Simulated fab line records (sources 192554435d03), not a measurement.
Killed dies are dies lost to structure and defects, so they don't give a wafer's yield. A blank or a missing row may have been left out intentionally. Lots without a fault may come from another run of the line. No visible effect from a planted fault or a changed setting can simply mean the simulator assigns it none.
Matching of chambers -- flow n5-finfet -- N5_STI_FIN_REVEAL_ETCHBACK_08 on rie-diel-02: 4 sister chambers
The step etches SiO2 in C4F6/O2, target depth 30.5 nm, time 10.167 s. 4 wafers are shown with their chamber, then 10 later ones without.

WAFERS, EACH WITH ITS CHAMBER
wafer,chamber,rf-vpp-V (V)
L083.3,2,656
L087.4,0,686
L088.1,3,633
L088.3,1,667

WAFERS WITHOUT THEIR CHAMBER
wafer,rf-vpp-V (V)
L088.5,657
L089.2,665
L089.3,658
L089.6,656
L093.1,656
L093.5,633
L093.6,684
L096.1,655
L096.3,683
L096.5,684

WHICH CHAMBER EACH WENT THROUGH
wafer,from the rows above,in truth
L088.5,2,2
L089.2,1,1
L089.3,2,2
L089.6,2,2
L093.1,2,2
L093.5,3,3
L093.6,0,0
L096.1,2,2
L096.3,0,0
L096.5,0,0
10 of 10 placed correctly. Not placeable from these rows: 0. Wrongly placed: 0.
How it was worked out, from the rows above alone: a wafer's distance from a chamber is the root of the sum, over the readings, of the square of ((its reading less the chamber's mean) divided by the reading's scatter). The wafer belongs to the nearest chamber; if the next one is less than 2 further off, it can't be placed. For every chamber, the mean is computed from those of its wafers that are shown. The scatter: root of mean squared gap, hidden wafer to nearest shown wafer, with one shown wafer a chamber.
